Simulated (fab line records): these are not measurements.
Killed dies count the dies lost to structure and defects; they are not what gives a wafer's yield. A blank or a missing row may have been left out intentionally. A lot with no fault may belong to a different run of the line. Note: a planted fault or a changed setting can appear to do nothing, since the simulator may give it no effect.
Problem report in the 8D (eight disciplines) form, filled by code || flow nand harc || the parts of the form that need people (team, actions taken, sign-off) are left out

## 1. PROBLEM STATEMENT
cd nm at NHARC_A_M0_CD_MEAS_09 reads a mean of 98.9 nm on 9 wafers of 3 lots; wafers without a fault read 80.0 nm with a standard deviation of 0.6. Measured from the usual mean, that is +32 standard deviations.
The step: target cd 80 nm.
Seen first at day 19 23:17 on cd sem-01, wafer L136.3. The record holds 45 wafers of 15 lots with a number at this step. By rule, "out" or "out of limits" means more than 4 standard deviations away from the usual mean. The other wafers with a number count as sound.

## 2. WHAT IT IS, AND WHAT IT ISN'T
{"question": "which readings at this step", "is": "cd nm", "is not": "-"}
{"question": "which lots", "is": "L136, L139, L140", "is not": "L127, L128, L129, L131, L141, L142, L144, L145, L146, L147, L148, L149"}
{"question": "which wafers of those lots", "is": "all that have a number", "is not": "-"}
{"question": "read on which gauges", "is": "cd sem-01, cd sem-02", "is not": "cd sem-03"}
{"question": "when", "is": "from day 19 23:17", "is not": "up to then (12 sound wafers); but 24 sound wafers of L141, L142, L144, L145, L146, L147, L148, L149 came after"}

## 3. WHAT RULES OUT EACH SUSPECT
Counting: any tool at a process step up to the reading is kept as a suspect provided that every lot that is out went through it and no sound lot did after the first of them.
- the gauge at NHARC_A_M0_CD_MEAS_09 is ruled out. 2 gauges (cd sem-01, cd sem-02) read the wafers that are out.
- cvd w-01 at NHARC_A_BLC_CVD_24 (deposits W, target thk 150 nm, time 434 s): ruled out as a lasting fault. The sound lots L142, L146, L147, L145, L148, L149 went through it after L136, its earliest lot that is out (day 19 23:09). With no start given for some of its lots, NHARC_A_BLC_CVD_24 uses the hours and lot order of NHARC_A_M0_EXPOSE_06.
- arfi scanner-02 at NHARC_A_M0_EXPOSE_06 (exposes mask A M0, target cd 80 nm): kept. All lots that are out passed through it, beginning with L136 at day 19 23:09, and no sound lot followed; its final sound lot before that point was L128 at day 17 18:30. On those wafers its own readings are out: exposure dose mJ cm2.
Left after counting: arfi scanner-02 at NHARC_A_M0_EXPOSE_06.

## 4. THE CAUSE (what the simulator had put in)
Drift in process parameters on arfi scanner-02 at NHARC_A_M0_EXPOSE_06, starting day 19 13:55. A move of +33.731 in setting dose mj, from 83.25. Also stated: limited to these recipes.
This tool alone remained once counting was done.

## 5. THE EFFECT CHAIN, in route order
One row per reading whose mean, taken over the struck wafers that have a number, lies over 3 standard deviations from the usual. Only readings whose record carries a usual standard deviation are examined. hours: median over the lots of the time between each lot's start at the first step of this table that gives one and its start at this step. sigmas: the change, counted in usual standard deviations.
{"hours": 0, "step": "NHARC_A_M0_EXPOSE_06", "reading": "exposure dose mJ cm2", "usual": 83.23, "on struck wafers": 111.93, "change": "+28.70", "sigmas": "+99 or more"}
{"hours": 0, "step": "NHARC_A_M0_CD_MEAS_09", "reading": "cd nm", "usual": "80.0 nm", "on struck wafers": 98.9, "change": "+18.9", "sigmas": "+32"}
Its process steps:
- NHARC_A_M0_EXPOSE_06: exposes mask A M0, target cd 80 nm.

## 6. WHAT WOULD HAVE CAUGHT IT SOONER
In this record the first reading out of limits at a measuring or inspecting step was taken at day 19 23:17, 9 hours after the fault began at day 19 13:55.
Tool's own readings at NHARC_A_M0_EXPOSE_06, exposure dose mJ cm2: out on all struck wafers the step has rows for; an alarm limit on them would have tripped on the first.
Among the 3 lots that are out, L139, L140 began NHARC_A_M0_EXPOSE_06 on arfi scanner-02 after day 19 23:17. A hold on the tool at that time would have spared those 2.
